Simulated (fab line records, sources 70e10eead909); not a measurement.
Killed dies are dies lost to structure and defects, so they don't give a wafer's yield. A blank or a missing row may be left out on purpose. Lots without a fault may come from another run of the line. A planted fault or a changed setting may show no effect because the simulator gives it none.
fab line records | flow nand_harc
record lots=14 wafers=42 last_day=33
route steps=1302 shown A_CHANNEL_FILL_D1@517 A_ONON_D2@545 END@1302
lots that met no fault: from a run of the same line without faults
start_h: hours from the record's first day to the start of the lot's first wafer shown | wait_h: hours since the lot's step before | " the same as in the row above | L1.1+2: a row that stands for several wafers | - no value, or no start given | * or withheld: withheld | < > ~ a bound
route shown NAME@n: a module of which the file shows steps, and the number in the route of the first | usual: mean/standard deviation of fault-free wafers | same: alike in all rows | chamber/n: place in a boat | sites: the reading at each site | _std_site: their standard deviation | _edge_site: outer sites' mean less inner sites' | radius_mm: how far each site lies from the wafer's centre | mask NAME#n: copy n | behind: the tool/chamber that last shaped the wafer | hold: why the lot was held/for how many hours/how that ended | device: the transistor (n, p or np) that didn't switch | end of line: the same wafers' tests at the end of the route | a step without rows: its recipe alone | killed: dies lost to structure and defects at the first sort, not the wafer's yield | map: a wafer's dies, x killed, . not, _ none there
set.NAME: the setting as run; set.NAME@STEP: as run at that earlier step | model.NAME: the simulator's own value behind a step, which no gauge read
steps of the route over a sample of lots; a table a step, a row a wafer
services: from which hour (start_h, from the record's first day; less than 0 if before it) a tool's chamber was out of use, for how many hours, and why
## steps
# step NHARC_A_CHANNEL_FILL_D1_INSPECT_13
# usual raw_defect_count=337/150
# columns lot.wafer tool chamber start_h wait_h raw_defect_count
L992.2 defect_inspect-01 - 258.38 0.0 272
L992.3 " - " " 257
L992.6 " - " " 266
L991.2 defect_inspect-02 - 258.39 0.0 306
L991.4 " - " " 296
L991.6 " - " " 587
L995.1 defect_inspect-01 - 290.38 0.0 704
L995.4 " - " " 966
L995.5 " - " " 608
L999.1 defect_inspect-02 - 329.49 0.0 293
L999.5 " - " " 247
L999.6 " - " " 206
L102.4 defect_inspect-01 - 358.10 0.0 352
L102.5 " - " " 491
L102.6 " - " " 319
L103.1 defect_inspect-02 - 358.11 0.0 150
L103.3 " - " " 180
L103.4 " - " " 281
L105.1 defect_inspect-02 - 377.73 0.0 476
L105.3 " - " " 452
L105.6 " - " " 308
L106.1 defect_inspect-02 - 393.00 0.0 516
L106.3 " - " " 324
L106.4 " - " " 240
L107.2 defect_inspect-01 - 405.07 0.0 397
L107.3 " - " " 407
L107.5 " - " " 381
L110.2 defect_inspect-01 - 435.51 0.0 289
L110.4 " - " " 301
L110.6 " - " " 140
L109.1 defect_inspect-02 - 435.51 0.0 374
L109.3 " - " " 252
L109.5 " - " " 214
L111.2 defect_inspect-02 - 453.23 0.0 209
L111.4 " - " " 166
L111.5 " - " " 130
L113.2 defect_inspect-01 - 460.66 0.0 306
L113.3 " - " " 212
L113.4 " - " " 233
L112.4 defect_inspect-02 - 460.66 0.0 319
L112.5 " - " " 402
L112.6 " - " " 221
# step NHARC_A_ONON_D2_DEP_00
# recipe target_thk_a=10000 n2_flow_sccm=2750 n2o_flow_sccm=2000 nh3_flow_sccm=500 sih4_flow_sccm=210 temp_c=400
# columns lot.wafer tool chamber start_h wait_h
L992.2+3+6 pecvd_onon-03 0 293.31 0.1
L991.2+4+6 pecvd_onon-01 0 293.49 0.1
L995.1+4+5 pecvd_onon-04 0 324.71 0.1
L999.1+5+6 pecvd_onon-04 0 364.39 0.1
L103.1+3+4 pecvd_onon-03 0 394.16 0.1
L102.4+5+6 pecvd_onon-04 0 394.34 0.2
L105.1+3+6 pecvd_onon-01 0 417.40 0.1
L106.1+3+4 pecvd_onon-03 0 432.20 0.1
L107.2+3+5 pecvd_onon-03 0 443.17 0.1
L110.2+4+6 pecvd_onon-03 0 468.41 0.1
L109.1+3+5 pecvd_onon-04 0 468.45 0.1
L111.2+4+5 pecvd_onon-03 0 487.72 0.1
L113.2+3+4 pecvd_onon-01 0 495.82 0.1
L112.4+5+6 pecvd_onon-03 0 495.91 0.2
# step NHARC_A_ONON_D2_THK_MEAS_02
# recipe thk_meas_gauge=ellipsometry
# usual thk_nm=1002/12
# columns lot.wafer tool chamber start_h wait_h thk_nm
L992.2 film_metro-02 - 293.77 - 1012
L992.3 " - " " 1012
L992.6 " - " " 1011
L991.2 film_metro-02 - 293.94 - 1001
L991.4 " - " " 999
L991.6 " - " " 1001
L995.1 film_metro-01 - 325.24 - 991
L995.4 " - " " 993
L995.5 " - " " 995
L999.1 film_metro-02 - 364.90 - 671
L999.5 " - " " 671
L999.6 " - " " 671
L103.1 film_metro-02 - 394.68 - 1009
L103.3 " - " " 1008
L103.4 " - " " 1006
L102.4 film_metro-01 - 394.68 - 668
L102.5 " - " " 666
L102.6 " - " " 666
L105.1 film_metro-01 - 417.91 - 1024
L105.3 " - " " 1024
L105.6 " - " " 1022
L106.1 film_metro-02 - 432.71 - 994
L106.3 " - " " 994
L106.4 " - " " 995
L107.2 film_metro-02 - 443.62 - 998
L107.3 " - " " 999
L107.5 " - " " 1001
L110.2 film_metro-02 - 468.86 - 991
L110.4 " - " " 990
L110.6 " - " " 990
L109.1 film_metro-01 - 468.96 - 1007
L109.3 " - " " 1007
L109.5 " - " " 1008
L111.2 film_metro-02 - 488.17 - 1001
L111.4 " - " " 1001
L111.5 " - " " 1002
L112.4 film_metro-02 - 496.24 - 987
L112.5 " - " " 988
L112.6 " - " " 987
L113.2 film_metro-02 - 496.27 - 992
L113.3 " - " " 990
L113.4 " - " " 990
# step NHARC_END_SORT_01
# recipe temp_c=25
# usual killed_at_array=55/23 killed_at_other=1.0/1.2 killed_at_periphery=3.2/2.7 killed_dies=59/23 killed_open=3.1/1.6 killed_short=2.2/1.5
# same gross_dies=677
# columns lot.wafer tool chamber start_h wait_h killed_at_array killed_at_other killed_at_periphery killed_dies killed_open killed_short
L999.1 prober-01 0 657.38 2.5 673 2 2 677 0 0
L999.5 prober-01 0 660.58 3.7 666 2 9 677 4 1
L999.6 prober-01 0 661.37 4.0 670 0 7 677 1 0
L102.4 prober-01 0 675.72 3.4 675 1 1 677 3 0
L102.5 prober-01 0 676.52 3.7 674 1 2 677 3 3
L102.6 prober-01 0 677.31 4.0 673 2 2 677 4 3
L105.1 prober-01 0 694.75 2.5 46 4 1 51 5 1
L105.3 prober-01 0 696.36 3.1 51 2 1 54 3 3
L105.6 prober-01 0 698.77 4.0 38 4 1 43 2 1
L106.1 prober-01 0 734.98 2.5 63 0 8 71 3 4
L106.3 prober-01 0 736.58 3.1 69 1 2 72 3 3
L106.4 prober-01 0 737.38 3.4 76 0 3 79 2 3
L107.2 prober-02 0 745.08 2.8 54 0 8 62 2 2
L107.3 prober-02 0 745.88 3.1 45 0 10 55 2 1
L107.5 prober-02 0 747.47 3.7 51 0 12 63 6 2
# killed by level:class
L999.1 A_ONON_D2:area_dep=642 A_CHANNEL_HOLE_D2:chamber_film_flake=9 A_CHANNEL_HOLE_D1:chamber_film_flake=6 A_CONTACT:chamber_film_flake=5 A_SLIT:chamber_film_flake=4 A_CHANNEL_FILL_D1:chamber_film_flake=2 A_DECK1_JOINT:chamber_film_flake=2 THIN_TSV:chamber_film_flake=2
L999.5 A_ONON_D2:area_dep=621 A_CHANNEL_HOLE_D2:chamber_film_flake=16 A_CONTACT:chamber_film_flake=10 A_CHANNEL_HOLE_D1:chamber_film_flake=5 P_GATE:chamber_film_flake=3 A_DECK1_JOINT:chamber_film_flake=3 A_SLIT:chamber_film_flake=3 P_ZERO_WELL:chamber_film_flake=2
L999.6 A_ONON_D2:area_dep=638 A_CHANNEL_HOLE_D1:chamber_film_flake=9 A_CHANNEL_HOLE_D2:chamber_film_flake=8 P_GATE:chamber_film_flake=5 A_CONTACT:chamber_film_flake=4 A_SLIT:chamber_film_flake=4 A_DECK1_JOINT:chamber_film_flake=2 A_STAIRCASE:chamber_film_flake=2
L102.4 A_ONON_D2:area_dep=606 A_CHANNEL_HOLE_D1:chamber_film_flake=38 A_CHANNEL_HOLE_D2:chamber_film_flake=15 A_CHANNEL_FILL_D2:chamber_film_flake=4 A_CONTACT:chamber_film_flake=4 A_SLIT:chamber_film_flake=3 A_CHANNEL_HOLE_D1:geometric_particle:open=1 A_CHANNEL_FILL_D1:geometric_particle:open=1
L102.5 A_ONON_D2:area_dep=602 A_CHANNEL_HOLE_D1:chamber_film_flake=32 A_CHANNEL_HOLE_D2:chamber_film_flake=22 A_STAIRCASE:chamber_film_flake=4 A_CONTACT:chamber_film_flake=3 A_ONON_D1:geometric_particle:short=2 A_DECK1_JOINT:chamber_film_flake=2 A_CHANNEL_FILL_D2:chamber_film_flake=2
L102.6 A_ONON_D2:area_dep=602 A_CHANNEL_HOLE_D1:chamber_film_flake=27 A_CHANNEL_HOLE_D2:chamber_film_flake=24 A_CONTACT:chamber_film_flake=6 A_STAIRCASE:chamber_film_flake=5 A_CHANNEL_FILL_D2:geometric_particle:short=2 A_SLIT:chamber_film_flake=2 P_BONDPAD:geometric_particle:open=1
L105.1 A_CHANNEL_HOLE_D2:chamber_film_flake=23 A_CHANNEL_HOLE_D1:chamber_film_flake=6 A_SLIT:chamber_film_flake=5 THIN_TSV:chamber_film_flake=4 A_CHANNEL_FILL_D2:geometric_particle:open=2 A_CONTACT:chamber_film_flake=2 A_WL_FILL:chamber_film_flake=2 A_ONON_D1:geometric_particle:open=1
L105.3 A_CHANNEL_HOLE_D2:chamber_film_flake=19 A_CHANNEL_HOLE_D1:chamber_film_flake=9 A_SLIT:chamber_film_flake=6 A_CONTACT:chamber_film_flake=4 A_STAIRCASE:chamber_film_flake=3 A_DECK1_JOINT:chamber_film_flake=2 A_WL_FILL:chamber_film_flake=2 THIN_TSV:chamber_film_flake=2
L105.6 A_CHANNEL_HOLE_D2:chamber_film_flake=16 A_CHANNEL_HOLE_D1:chamber_film_flake=4 A_SLIT:chamber_film_flake=4 THIN_TSV:chamber_film_flake=4 A_CONTACT:chamber_film_flake=3 A_M1:chamber_film_flake=3 A_CHANNEL_FILL_D2:chamber_film_flake=2 A_STAIRCASE:chamber_film_flake=2
L106.1 A_CHANNEL_HOLE_D1:chamber_film_flake=28 A_SLIT:chamber_film_flake=21 A_CONTACT:chamber_film_flake=5 P_GATE:chamber_film_flake=3 P_M2:geometric_particle:short=2 P_STI:chamber_film_flake=2 A_DECK1_JOINT:chamber_film_flake=2 A_STAIRCASE:chamber_film_flake=2
L106.3 A_CHANNEL_HOLE_D1:chamber_film_flake=28 A_SLIT:chamber_film_flake=26 A_CONTACT:chamber_film_flake=7 A_ONON_D2:geometric_particle:open=2 A_CHANNEL_HOLE_D2:chamber_film_flake=2 A_DECK1_JOINT:geometric_particle:short=1 A_WL_FILL:geometric_particle:short=1 A_WL_FILL:geometric_particle:open=1
L106.4 A_CHANNEL_HOLE_D1:chamber_film_flake=31 A_SLIT:chamber_film_flake=29 A_CONTACT:chamber_film_flake=9 A_STAIRCASE:chamber_film_flake=4 P_GATE:geometric_particle:open=1 P_CONTACT:geometric_particle:short=1 A_ONON_D1:geometric_particle:short=1 A_CHANNEL_FILL_D2:geometric_particle:open=1
L107.2 A_SLIT:chamber_film_flake=29 A_CHANNEL_HOLE_D1:chamber_film_flake=6 A_WL_FILL:chamber_film_flake=5 A_STAIRCASE:chamber_film_flake=4 A_BONDPAD:chamber_film_flake=4 P_BONDPAD:chamber_film_flake=3 A_DECK1_JOINT:chamber_film_flake=2 P_M1:geometric_particle:short=1
L107.3 A_SLIT:chamber_film_flake=23 A_CHANNEL_HOLE_D1:chamber_film_flake=9 P_BONDPAD:chamber_film_flake=6 P_M1:chamber_film_flake=3 A_STAIRCASE:chamber_film_flake=3 A_BONDPAD:chamber_film_flake=2 A_DECK1_JOINT:geometric_particle:open=1 A_CHANNEL_HOLE_D2:geometric_particle:open=1
L107.5 A_SLIT:chamber_film_flake=29 P_BONDPAD:chamber_film_flake=7 A_CHANNEL_HOLE_D1:chamber_film_flake=6 A_CHANNEL_FILL_D2:geometric_particle:open=4 A_DECK1_JOINT:chamber_film_flake=3 P_GATE:chamber_film_flake=2 A_STAIRCASE:chamber_film_flake=2 A_CONTACT:chamber_film_flake=2
## services
# columns tool chamber start_h hours kind
pecvd_onon-04 - 311.55 13.0 pm
pecvd_onon-03 - 408.00 13.0 pm
pecvd_onon-01 - 450.00 13.0 pm
pecvd_onon-04 - 492.55 13.0 pm
## key
first_sign step=NHARC_A_ONON_D2_THK_MEAS_02 reading=thk_nm direction=down sigmas=29 usual=1002 struck=669
effect step=NHARC_END_SORT_01 reading=killed_at_array direction=up sigmas=27 usual=55 struck=672
more_kills_born_at NHARC_A_ONON_D2_DEP_00@pecvd_onon-04=3711
met_at NHARC_A_ONON_D2_DEP_00
struck_lots L999,L102
struck_wafers L999.1,L999.5,L999.6,L102.4,L102.5,L102.6
later_rows_left_out L999.1,L999.5,L999.6,L102.4,L102.5,L102.6
tester_left_out L999,L102
not_acting_at NHARC_A_CHANNEL_FILL_D1_INSPECT_13
onset_between 324.71 364.39
fault kind=process_parameter_drift tool=pecvd_onon-04 chamber=0 onset_h=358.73 steps=NHARC_A_ONON_D2_DEP_00 channel=target_thk_a offset=* shape=step end_h=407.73 acts_in=* stated=*
# tester_left_out: of these lots the tester's yield and bins aren't shown, on N5 and GAA mostly nor the transistor test; their killed dies are dies lost to structure and defects alone, not to doping, threshold or leakage, so they don't give the yield
# later_rows_left_out: the simulator's readings of these wafers behind a module that went badly wrong aren't trusted and aren't shown, but for the sort
